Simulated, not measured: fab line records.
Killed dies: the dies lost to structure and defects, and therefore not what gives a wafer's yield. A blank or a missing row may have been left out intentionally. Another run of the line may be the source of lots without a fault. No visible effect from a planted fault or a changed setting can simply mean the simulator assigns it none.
fab line records / flow nand_harc / part 2 of 2: steps 22 to 31 of 31
record: lots: 5 wafers: 15 last_day: 33
route steps=1302 shown A_CHANNEL_HOLE_D2@596 A_CHANNEL_FILL_D2@610
lots untouched by any fault: they come from a run of this same line in which no faults occurred
start_h: start of the lot's first displayed wafer, in hours after the record's first day / wait_h: how many hours have passed since the lot's step before this one / " the same as in the row above / L1.1+2: a single row standing in for several wafers / - value missing, or start not given / * or withheld: withheld / < > ~ a bound
route shown NAME@n: names a module that has steps shown in the file, with the first one's number in the route / usual: mean/standard deviation of fault-free wafers / same: alike in all rows / chamber/n: place in a boat / sites: each site's reading / _std_site: how widely they spread, as a standard deviation / _edge_site: inner sites' mean taken away from outer sites' mean / radius_mm: for every site, how far away it sits from the centre of the wafer / mask NAME#n: copy n / behind: the most recent tool/chamber to have shaped the wafer / hold: what put the lot on hold/how long, in hours/how the hold closed / device: transistor that didn't switch, given as n, p or np / end of line: the route-end tests of the same wafers / for a step that has no rows: nothing shown but its recipe / killed: not the wafer's yield, but the dies lost to structure and defects at the first sort / map: a wafer's dies, x killed, . not, _ none there
set.NAME: the setting that was run; set.NAME@STEP: the one run at that earlier step / model.NAME: the simulator's own value behind a step, which no gauge read
lots at selected steps of the route; one table per step, one row per wafer
services: a tool's chamber out of use, with start hour (start_h, from the record's first day; less than 0 if before it), hours out, and reason
== steps ==
step: NHARC_A_CHANNEL_FILL_D2_ANNEAL_17
recipe: temp_c: 850 time_s: 1800
usual: zone_power_top_pct: 29.2/2.2
lot.wafer=L076.1 tool=furnace-07 chamber=0 start_h=328.81 wait_h=- zone_power_top_pct=32.2
lot.wafer=L076.2 tool=furnace-07 chamber=0 start_h=328.81 wait_h=- zone_power_top_pct=32.2
lot.wafer=L076.5 tool=furnace-07 chamber=0 start_h=328.81 wait_h=- zone_power_top_pct=31.9
lot.wafer=L081.2 tool=furnace-07 chamber=0 start_h=384.80 wait_h=- zone_power_top_pct=32.1
lot.wafer=L081.3 tool=furnace-07 chamber=0 start_h=384.80 wait_h=- zone_power_top_pct=32.5
lot.wafer=L081.5 tool=furnace-07 chamber=0 start_h=384.80 wait_h=- zone_power_top_pct=31.6
lot.wafer=L089.1 tool=furnace-06 chamber=0 start_h=463.70 wait_h=- zone_power_top_pct=27.7
lot.wafer=L089.4 tool=furnace-06 chamber=0 start_h=463.70 wait_h=- zone_power_top_pct=27.4
lot.wafer=L089.6 tool=furnace-06 chamber=0 start_h=463.70 wait_h=- zone_power_top_pct=27.2
lot.wafer=L091.1 tool=furnace-06 chamber=0 start_h=490.93 wait_h=- zone_power_top_pct=27.3
lot.wafer=L091.3 tool=furnace-06 chamber=0 start_h=490.93 wait_h=- zone_power_top_pct=27.5
lot.wafer=L091.4 tool=furnace-06 chamber=0 start_h=490.93 wait_h=- zone_power_top_pct=27.5
lot.wafer=L097.1 tool=furnace-06 chamber=0 start_h=558.14 wait_h=- zone_power_top_pct=28.1
lot.wafer=L097.2 tool=furnace-06 chamber=0 start_h=558.14 wait_h=- zone_power_top_pct=27.7
lot.wafer=L097.6 tool=furnace-06 chamber=0 start_h=558.14 wait_h=- zone_power_top_pct=27.9
step: NHARC_A_CHANNEL_FILL_D2_CVD_18
recipe: target_thk_a: 30 temp_c: 550 material: poly-Si
usual: zone_power_top_pct: 15.5/0.89
lot.wafer=L076.1 tool=lpcvd_poly-01 chamber=0 start_h=335.18 wait_h=- zone_power_top_pct=15.3
lot.wafer=L076.2 tool=lpcvd_poly-01 chamber=0 start_h=335.18 wait_h=- zone_power_top_pct=15.1
lot.wafer=L076.5 tool=lpcvd_poly-01 chamber=0 start_h=335.18 wait_h=- zone_power_top_pct=14.9
lot.wafer=L081.2 tool=lpcvd_poly-01 chamber=0 start_h=391.22 wait_h=- zone_power_top_pct=15.0
lot.wafer=L081.3 tool=lpcvd_poly-01 chamber=0 start_h=391.22 wait_h=- zone_power_top_pct=14.9
lot.wafer=L081.5 tool=lpcvd_poly-01 chamber=0 start_h=391.22 wait_h=- zone_power_top_pct=15.3
lot.wafer=L089.1 tool=lpcvd_poly-01 chamber=0 start_h=470.15 wait_h=- zone_power_top_pct=15.4
lot.wafer=L089.4 tool=lpcvd_poly-01 chamber=0 start_h=470.15 wait_h=- zone_power_top_pct=15.0
lot.wafer=L089.6 tool=lpcvd_poly-01 chamber=0 start_h=470.15 wait_h=- zone_power_top_pct=15.3
lot.wafer=L091.1 tool=lpcvd_poly-03 chamber=0 start_h=497.42 wait_h=- zone_power_top_pct=14.9
lot.wafer=L091.3 tool=lpcvd_poly-03 chamber=0 start_h=497.42 wait_h=- zone_power_top_pct=15.2
lot.wafer=L091.4 tool=lpcvd_poly-03 chamber=0 start_h=497.42 wait_h=- zone_power_top_pct=15.0
lot.wafer=L097.1 tool=lpcvd_poly-03 chamber=0 start_h=564.75 wait_h=- zone_power_top_pct=14.6
lot.wafer=L097.2 tool=lpcvd_poly-03 chamber=0 start_h=564.75 wait_h=- zone_power_top_pct=15.0
lot.wafer=L097.6 tool=lpcvd_poly-03 chamber=0 start_h=564.75 wait_h=- zone_power_top_pct=14.7
step: NHARC_A_CHANNEL_FILL_D2_ETCHBACK_19
recipe: target_depth_a: 50 time_s: 1.7 hbr_flow_sccm: 150 cl2_flow_sccm: 50 rf_w: 400 icp_w: 400 bias_w: 100 chemistry: HBr/Cl2
usual: drypump_motor_current_A: 5.57/0.25 oes_product_au: 1.002/0.013 throttle_valve_pct: 26.406/0.0096
lot.wafer=L076.2 tool=rie_si-02 chamber=2 start_h=337.24 wait_h=0.4 drypump_motor_current_A=5.78 oes_product_au=1.019 rf_hours_counter_h=0.3 throttle_valve_pct=26.394
lot.wafer=L076.1 tool=rie_si-02 chamber=1 start_h=337.24 wait_h=0.4 drypump_motor_current_A=5.48 oes_product_au=1.010 rf_hours_counter_h=0.4 throttle_valve_pct=26.415
lot.wafer=L076.5 tool=rie_si-02 chamber=2 start_h=337.24 wait_h=0.4 drypump_motor_current_A=5.78 oes_product_au=1.026 rf_hours_counter_h=- throttle_valve_pct=26.406
lot.wafer=L081.2 tool=rie_si-04 chamber=0 start_h=393.30 wait_h=0.4 drypump_motor_current_A=5.54 oes_product_au=0.989 rf_hours_counter_h=0.3 throttle_valve_pct=26.411
lot.wafer=L081.3 tool=rie_si-04 chamber=1 start_h=393.30 wait_h=0.4 drypump_motor_current_A=5.43 oes_product_au=0.999 rf_hours_counter_h=0.3 throttle_valve_pct=26.402
lot.wafer=L081.5 tool=rie_si-04 chamber=2 start_h=393.30 wait_h=0.4 drypump_motor_current_A=5.64 oes_product_au=1.011 rf_hours_counter_h=- throttle_valve_pct=26.393
lot.wafer=L089.4 tool=rie_si-05 chamber=3 start_h=472.21 wait_h=0.4 drypump_motor_current_A=5.31 oes_product_au=1.000 rf_hours_counter_h=0.9 throttle_valve_pct=26.405
lot.wafer=L089.1 tool=rie_si-05 chamber=1 start_h=472.21 wait_h=0.4 drypump_motor_current_A=5.69 oes_product_au=0.981 rf_hours_counter_h=0.7 throttle_valve_pct=26.396
lot.wafer=L089.6 tool=rie_si-05 chamber=3 start_h=472.21 wait_h=0.4 drypump_motor_current_A=5.28 oes_product_au=0.984 rf_hours_counter_h=- throttle_valve_pct=26.411
lot.wafer=L091.1 tool=rie_si-05 chamber=2 start_h=499.47 wait_h=0.4 drypump_motor_current_A=5.21 oes_product_au=1.016 rf_hours_counter_h=0.0 throttle_valve_pct=26.411
lot.wafer=L091.4 tool=rie_si-05 chamber=3 start_h=499.47 wait_h=0.4 drypump_motor_current_A=5.33 oes_product_au=1.009 rf_hours_counter_h=0.0 throttle_valve_pct=26.405
lot.wafer=L091.3 tool=rie_si-05 chamber=1 start_h=499.47 wait_h=0.4 drypump_motor_current_A=5.63 oes_product_au=0.981 rf_hours_counter_h=0.1 throttle_valve_pct=26.405
lot.wafer=L097.1 tool=rie_si-02 chamber=0 start_h=566.83 wait_h=0.4 drypump_motor_current_A=5.73 oes_product_au=0.994 rf_hours_counter_h=0.8 throttle_valve_pct=26.404
lot.wafer=L097.2 tool=rie_si-02 chamber=3 start_h=566.83 wait_h=0.4 drypump_motor_current_A=6.07 oes_product_au=1.001 rf_hours_counter_h=0.7 throttle_valve_pct=26.417
lot.wafer=L097.6 tool=rie_si-02 chamber=0 start_h=566.83 wait_h=0.4 drypump_motor_current_A=5.72 oes_product_au=0.989 rf_hours_counter_h=- throttle_valve_pct=26.402
step: NHARC_A_CHANNEL_FILL_D2_ETCHBACK_20
recipe: target_depth_a: 270 time_s: 13.5 c4f8_flow_sccm: withheld o2_flow_sccm: 8 ar_flow_sccm: withheld rf_w: 600 bias_w: 1500 chemistry: C4F8/O2/Ar
usual: oes_product_au: 0.986/0.021 rf_vpp_V: 979/5.3
lot.wafer=L076.2 tool=rie_diel-11 chamber=0 start_h=337.38 wait_h=- oes_product_au=0.998 rf_hours_counter_h=1.7 rf_vpp_V=977
lot.wafer=L076.1 tool=rie_diel-11 chamber=1 start_h=337.38 wait_h=- oes_product_au=0.982 rf_hours_counter_h=1.6 rf_vpp_V=968
lot.wafer=L076.5 tool=rie_diel-11 chamber=0 start_h=337.38 wait_h=- oes_product_au=0.994 rf_hours_counter_h=- rf_vpp_V=978
lot.wafer=L081.3 tool=rie_diel-07 chamber=0 start_h=393.42 wait_h=- oes_product_au=0.992 rf_hours_counter_h=2.0 rf_vpp_V=979
lot.wafer=L081.2 tool=rie_diel-07 chamber=1 start_h=393.42 wait_h=- oes_product_au=0.995 rf_hours_counter_h=2.7 rf_vpp_V=986
lot.wafer=L081.5 tool=rie_diel-07 chamber=2 start_h=393.42 wait_h=- oes_product_au=0.994 rf_hours_counter_h=- rf_vpp_V=983
lot.wafer=L089.1 tool=rie_diel-11 chamber=1 start_h=472.33 wait_h=- oes_product_au=0.967 rf_hours_counter_h=0.4 rf_vpp_V=970
lot.wafer=L089.4 tool=rie_diel-11 chamber=0 start_h=472.33 wait_h=- oes_product_au=0.923 rf_hours_counter_h=0.1 rf_vpp_V=978
lot.wafer=L089.6 tool=rie_diel-11 chamber=2 start_h=472.33 wait_h=- oes_product_au=0.981 rf_hours_counter_h=- rf_vpp_V=973
lot.wafer=L091.3 tool=rie_diel-11 chamber=0 start_h=499.59 wait_h=- oes_product_au=0.992 rf_hours_counter_h=1.1 rf_vpp_V=978
lot.wafer=L091.4 tool=rie_diel-11 chamber=1 start_h=499.59 wait_h=- oes_product_au=0.996 rf_hours_counter_h=1.4 rf_vpp_V=969
lot.wafer=L091.1 tool=rie_diel-11 chamber=2 start_h=499.59 wait_h=- oes_product_au=1.001 rf_hours_counter_h=1.3 rf_vpp_V=975
lot.wafer=L097.2 tool=rie_diel-07 chamber=1 start_h=566.97 wait_h=- oes_product_au=0.992 rf_hours_counter_h=2.0 rf_vpp_V=988
lot.wafer=L097.1 tool=rie_diel-07 chamber=2 start_h=566.97 wait_h=- oes_product_au=1.006 rf_hours_counter_h=2.0 rf_vpp_V=985
lot.wafer=L097.6 tool=rie_diel-07 chamber=0 start_h=566.97 wait_h=- oes_product_au=0.991 rf_hours_counter_h=- rf_vpp_V=978
step: NHARC_A_CHANNEL_FILL_D2_STRIP_28
recipe: time_s: 20 o2_flow_sccm: 500 ar_flow_sccm: 0 bias_w: 0 chemistry: O2
usual: drypump_motor_current_A: 5.8/0.33 oes_product_au: 0.997/0.0088 rf_vpp_V: 57.7/0.89 showerhead_plenum_p_Torr: 3.56/0.13 throttle_valve_pct: 17.036/0.0096
lot.wafer=L076.2 tool=rie_diel-11 chamber=1 start_h=337.46 wait_h=0.1 drypump_motor_current_A=5.3 oes_product_au=0.990 rf_hours_counter_h=1.6 rf_vpp_V=56.4 showerhead_plenum_p_Torr=3.33 throttle_valve_pct=17.028
lot.wafer=L076.1 tool=rie_diel-11 chamber=3 start_h=337.46 wait_h=0.1 drypump_motor_current_A=5.8 oes_product_au=0.984 rf_hours_counter_h=1.9 rf_vpp_V=57.0 showerhead_plenum_p_Torr=3.69 throttle_valve_pct=17.033
lot.wafer=L076.5 tool=rie_diel-11 chamber=0 start_h=337.46 wait_h=0.1 drypump_motor_current_A=6.2 oes_product_au=0.995 rf_hours_counter_h=- rf_vpp_V=57.8 showerhead_plenum_p_Torr=3.54 throttle_valve_pct=17.046
lot.wafer=L081.2 tool=rie_diel-07 chamber=2 start_h=393.49 wait_h=0.1 drypump_motor_current_A=6.1 oes_product_au=1.005 rf_hours_counter_h=2.5 rf_vpp_V=57.2 showerhead_plenum_p_Torr=3.66 throttle_valve_pct=17.028
lot.wafer=L081.3 tool=rie_diel-07 chamber=3 start_h=393.49 wait_h=0.1 drypump_motor_current_A=5.9 oes_product_au=1.011 rf_hours_counter_h=1.9 rf_vpp_V=57.1 showerhead_plenum_p_Torr=3.57 throttle_valve_pct=17.058
lot.wafer=L081.5 tool=rie_diel-07 chamber=2 start_h=393.49 wait_h=0.1 drypump_motor_current_A=6.1 oes_product_au=1.004 rf_hours_counter_h=- rf_vpp_V=55.8 showerhead_plenum_p_Torr=3.66 throttle_valve_pct=17.028
lot.wafer=L089.4 tool=rie_diel-11 chamber=1 start_h=472.45 wait_h=0.1 drypump_motor_current_A=5.2 oes_product_au=0.988 rf_hours_counter_h=0.4 rf_vpp_V=57.2 showerhead_plenum_p_Torr=3.33 throttle_valve_pct=17.059
lot.wafer=L089.1 tool=rie_diel-11 chamber=2 start_h=472.45 wait_h=0.1 drypump_motor_current_A=5.6 oes_product_au=1.000 rf_hours_counter_h=0.4 rf_vpp_V=58.6 showerhead_plenum_p_Torr=3.41 throttle_valve_pct=17.034
lot.wafer=L089.6 tool=rie_diel-11 chamber=3 start_h=472.45 wait_h=0.1 drypump_motor_current_A=5.8 oes_product_au=0.989 rf_hours_counter_h=- rf_vpp_V=58.5 showerhead_plenum_p_Torr=3.69 throttle_valve_pct=17.035
lot.wafer=L091.1 tool=rie_diel-11 chamber=3 start_h=499.69 wait_h=0.1 drypump_motor_current_A=5.8 oes_product_au=0.990 rf_hours_counter_h=1.2 rf_vpp_V=56.4 showerhead_plenum_p_Torr=3.69 throttle_valve_pct=17.037
lot.wafer=L091.3 tool=rie_diel-11 chamber=0 start_h=499.69 wait_h=0.1 drypump_motor_current_A=6.3 oes_product_au=0.999 rf_hours_counter_h=1.1 rf_vpp_V=59.1 showerhead_plenum_p_Torr=3.53 throttle_valve_pct=17.031
lot.wafer=L091.4 tool=rie_diel-11 chamber=2 start_h=499.69 wait_h=0.1 drypump_motor_current_A=5.6 oes_product_au=0.993 rf_hours_counter_h=1.3 rf_vpp_V=55.1 showerhead_plenum_p_Torr=3.41 throttle_valve_pct=17.052
lot.wafer=L097.2 tool=rie_diel-07 chamber=2 start_h=567.05 wait_h=0.1 drypump_motor_current_A=6.2 oes_product_au=1.008 rf_hours_counter_h=2.0 rf_vpp_V=57.5 showerhead_plenum_p_Torr=3.66 throttle_valve_pct=17.035
lot.wafer=L097.1 tool=rie_diel-07 chamber=0 start_h=567.05 wait_h=0.1 drypump_motor_current_A=5.5 oes_product_au=0.996 rf_hours_counter_h=2.0 rf_vpp_V=58.1 showerhead_plenum_p_Torr=3.53 throttle_valve_pct=17.026
lot.wafer=L097.6 tool=rie_diel-07 chamber=1 start_h=567.05 wait_h=0.1 drypump_motor_current_A=6.1 oes_product_au=1.004 rf_hours_counter_h=- rf_vpp_V=56.7 showerhead_plenum_p_Torr=3.73 throttle_valve_pct=17.030
step: NHARC_A_CHANNEL_FILL_D2_PRECLEAN_21
recipe: time_s: 30 chemistry: dHF
lot.wafer=L076.1+5+2 tool=wet_bench-03 chamber=3,6,7 start_h=337.56 wait_h=-
lot.wafer=L081.3+2+5 tool=wet_bench-02 chamber=3,4,5 start_h=393.59 wait_h=-
lot.wafer=L089.6+4+1 tool=wet_bench-02 chamber=6,2,3 start_h=472.54 wait_h=-
lot.wafer=L091.3+4+1 tool=wet_bench-09 chamber=6,1,2 start_h=499.79 wait_h=-
lot.wafer=L097.2+1+6 tool=wet_bench-09 chamber=0,1,4 start_h=567.15 wait_h=-
step: NHARC_A_CHANNEL_FILL_D2_SRD_23
lot.wafer=L076.1+5+2 tool=wet_bench-03 chamber=3,6,7 start_h=337.59 wait_h=0.0
lot.wafer=L081.3+2+5 tool=wet_bench-02 chamber=3,4,5 start_h=393.62 wait_h=0.0
lot.wafer=L089.6+4+1 tool=wet_bench-02 chamber=6,2,3 start_h=472.57 wait_h=0.0
lot.wafer=L091.3+4+1 tool=wet_bench-09 chamber=6,1,2 start_h=499.81 wait_h=0.0
lot.wafer=L097.2+1+6 tool=wet_bench-09 chamber=0,1,4 start_h=567.17 wait_h=0.0
step: NHARC_A_CHANNEL_FILL_D2_CVD_05
recipe: target_thk_a: 50 temp_c: 550 material: poly-Si
usual: zone_power_top_pct: 15.4/0.95
lot.wafer=L076.1 tool=lpcvd_poly-03 chamber=0 start_h=340.02 wait_h=2.4 zone_power_top_pct=14.9
lot.wafer=L076.2 tool=lpcvd_poly-03 chamber=0 start_h=340.02 wait_h=2.4 zone_power_top_pct=14.9
lot.wafer=L076.5 tool=lpcvd_poly-03 chamber=0 start_h=340.02 wait_h=2.4 zone_power_top_pct=14.9
lot.wafer=L081.2 tool=lpcvd_poly-03 chamber=0 start_h=396.05 wait_h=2.4 zone_power_top_pct=15.0
lot.wafer=L081.3 tool=lpcvd_poly-03 chamber=0 start_h=396.05 wait_h=2.4 zone_power_top_pct=14.8
lot.wafer=L081.5 tool=lpcvd_poly-03 chamber=0 start_h=396.05 wait_h=2.4 zone_power_top_pct=14.7
lot.wafer=L089.1 tool=lpcvd_poly-01 chamber=0 start_h=474.84 wait_h=2.3 zone_power_top_pct=15.3
lot.wafer=L089.4 tool=lpcvd_poly-01 chamber=0 start_h=474.84 wait_h=2.3 zone_power_top_pct=15.4
lot.wafer=L089.6 tool=lpcvd_poly-01 chamber=0 start_h=474.84 wait_h=2.3 zone_power_top_pct=15.2
lot.wafer=L091.1 tool=lpcvd_poly-03 chamber=0 start_h=502.24 wait_h=2.4 zone_power_top_pct=15.1
lot.wafer=L091.3 tool=lpcvd_poly-03 chamber=0 start_h=502.24 wait_h=2.4 zone_power_top_pct=14.8
lot.wafer=L091.4 tool=lpcvd_poly-03 chamber=0 start_h=502.24 wait_h=2.4 zone_power_top_pct=14.9
lot.wafer=L097.1 tool=lpcvd_poly-03 chamber=0 start_h=569.61 wait_h=2.4 zone_power_top_pct=14.8
lot.wafer=L097.2 tool=lpcvd_poly-03 chamber=0 start_h=569.61 wait_h=2.4 zone_power_top_pct=15.0
lot.wafer=L097.6 tool=lpcvd_poly-03 chamber=0 start_h=569.61 wait_h=2.4 zone_power_top_pct=14.9
step: NHARC_A_CHANNEL_FILL_D2_ANNEAL_22
recipe: temp_c: 620 time_s: 7200
usual: zone_power_top_pct: 18.6/1.2
lot.wafer=L076.1 tool=furnace-02 chamber=0 start_h=345.30 wait_h=3.4 zone_power_top_pct=18.3
lot.wafer=L076.2 tool=furnace-02 chamber=0 start_h=345.30 wait_h=3.4 zone_power_top_pct=18.6
lot.wafer=L076.5 tool=furnace-02 chamber=0 start_h=345.30 wait_h=3.4 zone_power_top_pct=18.4
lot.wafer=L081.2 tool=furnace-06 chamber=0 start_h=401.48 wait_h=3.6 zone_power_top_pct=17.1
lot.wafer=L081.3 tool=furnace-06 chamber=0 start_h=401.48 wait_h=3.6 zone_power_top_pct=17.4
lot.wafer=L081.5 tool=furnace-06 chamber=0 start_h=401.48 wait_h=3.6 zone_power_top_pct=17.4
lot.wafer=L089.1 tool=furnace-07 chamber=0 start_h=480.16 wait_h=3.5 zone_power_top_pct=20.3
lot.wafer=L089.4 tool=furnace-07 chamber=0 start_h=480.16 wait_h=3.5 zone_power_top_pct=20.2
lot.wafer=L089.6 tool=furnace-07 chamber=0 start_h=480.16 wait_h=3.5 zone_power_top_pct=20.2
lot.wafer=L091.1 tool=furnace-02 chamber=0 start_h=507.49 wait_h=3.4 zone_power_top_pct=18.7
lot.wafer=L091.3 tool=furnace-02 chamber=0 start_h=507.49 wait_h=3.4 zone_power_top_pct=18.5
lot.wafer=L091.4 tool=furnace-02 chamber=0 start_h=507.49 wait_h=3.4 zone_power_top_pct=18.3
lot.wafer=L097.1 tool=furnace-06 chamber=0 start_h=574.37 wait_h=2.9 zone_power_top_pct=17.2
lot.wafer=L097.2 tool=furnace-06 chamber=0 start_h=574.37 wait_h=2.9 zone_power_top_pct=17.3
lot.wafer=L097.6 tool=furnace-06 chamber=0 start_h=574.37 wait_h=2.9 zone_power_top_pct=17.5
step: NHARC_A_CHANNEL_FILL_D2_ALD_25
recipe: target_thk_a: 600 pulse_time_s: 10 ald_cycles: 600 temp_c: 300 material: SiOx
usual: heater_power_w: 486/52 precursor_pulse_height_rel: 1.003/0.019
same: pulse_time_s: 10
lot.wafer=L076.1 tool=ald_hk-03 chamber=0 start_h=349.93 wait_h=0.7 heater_power_w=436 precursor_pulse_height_rel=1.003
lot.wafer=L076.2 tool=ald_hk-03 chamber=2 start_h=351.15 wait_h=1.9 heater_power_w=364 precursor_pulse_height_rel=1.013
lot.wafer=L076.5 tool=ald_hk-03 chamber=0 start_h=352.37 wait_h=3.1 heater_power_w=431 precursor_pulse_height_rel=1.015
lot.wafer=L081.2 tool=ald_hk-03 chamber=3 start_h=406.73 wait_h=1.3 heater_power_w=526 precursor_pulse_height_rel=0.970
lot.wafer=L081.3 tool=ald_hk-03 chamber=0 start_h=406.73 wait_h=1.3 heater_power_w=447 precursor_pulse_height_rel=0.969
lot.wafer=L081.5 tool=ald_hk-03 chamber=1 start_h=406.73 wait_h=1.3 heater_power_w=468 precursor_pulse_height_rel=0.993
lot.wafer=L089.4 tool=ald_hk-04 chamber=3 start_h=487.47 wait_h=3.3 heater_power_w=477 precursor_pulse_height_rel=0.979
lot.wafer=L089.1 tool=ald_hk-04 chamber=0 start_h=487.47 wait_h=3.3 heater_power_w=561 precursor_pulse_height_rel=1.032
lot.wafer=L089.6 tool=ald_hk-04 chamber=2 start_h=489.32 wait_h=5.1 heater_power_w=454 precursor_pulse_height_rel=1.015
lot.wafer=L091.1 tool=ald_hk-01 chamber=2 start_h=512.19 wait_h=0.7 heater_power_w=494 precursor_pulse_height_rel=1.010
lot.wafer=L091.4 tool=ald_hk-01 chamber=3 start_h=512.19 wait_h=0.7 heater_power_w=423 precursor_pulse_height_rel=1.007
lot.wafer=L091.3 tool=ald_hk-01 chamber=0 start_h=512.19 wait_h=0.7 heater_power_w=507 precursor_pulse_height_rel=1.011
lot.wafer=L097.2 tool=ald_hk-01 chamber=0 start_h=578.38 wait_h=0.1 heater_power_w=515 precursor_pulse_height_rel=0.963
lot.wafer=L097.1 tool=ald_hk-01 chamber=3 start_h=580.24 wait_h=1.9 heater_power_w=438 precursor_pulse_height_rel=1.028
lot.wafer=L097.6 tool=ald_hk-01 chamber=0 start_h=580.24 wait_h=1.9 heater_power_w=521 precursor_pulse_height_rel=0.983
== services ==
tool=rie_diel-12 chamber=1 start_h=335.99 hours=2.9 kind=repair
tool=wet_bench-09 chamber=- start_h=352.80 hours=8.0 kind=pm
tool=wet_bench-01 chamber=- start_h=364.75 hours=2.9 kind=repair
tool=rie_diel-08 chamber=- start_h=367.80 hours=9.0 kind=pm
tool=ald_sin_batch-01 chamber=- start_h=389.64 hours=3.1 kind=repair
tool=lpcvd_poly-03 chamber=- start_h=405.22 hours=26.0 kind=pm
tool=wet_bench-02 chamber=- start_h=420.00 hours=8.0 kind=pm
tool=rie_diel-08 chamber=1 start_h=429.15 hours=2.2 kind=repair
tool=rie_diel-11 chamber=- start_h=432.52 hours=9.0 kind=pm
tool=ald_hk-04 chamber=- start_h=433.68 hours=10.0 kind=pm
tool=wet_bench-09 chamber=- start_h=439.95 hours=2.1 kind=repair
tool=rie_diel-08 chamber=1 start_h=444.04 hours=7.5 kind=repair
tool=rie_diel-12 chamber=- start_h=445.40 hours=9.0 kind=pm
tool=wet_bench-02 chamber=- start_h=451.11 hours=5.9 kind=repair
tool=rie_diel-11 chamber=0 start_h=452.73 hours=17.3 kind=repair
tool=wet_bench-01 chamber=- start_h=453.67 hours=8.0 kind=pm
tool=rie_diel-12 chamber=1 start_h=459.06 hours=7.6 kind=repair
tool=wet_bench-09 chamber=- start_h=468.25 hours=1.9 kind=repair
tool=ald_sin_batch-01 chamber=- start_h=506.00 hours=26.0 kind=pm
tool=rie_diel-12 chamber=3 start_h=513.77 hours=10.1 kind=repair
tool=wet_bench-09 chamber=- start_h=528.80 hours=8.0 kind=pm
tool=rie_diel-08 chamber=- start_h=544.80 hours=9.0 kind=pm
tool=rie_diel-12 chamber=1 start_h=564.14 hours=1.3 kind=repair
tool=rie_diel-08 chamber=1 start_h=567.26 hours=8.4 kind=repair
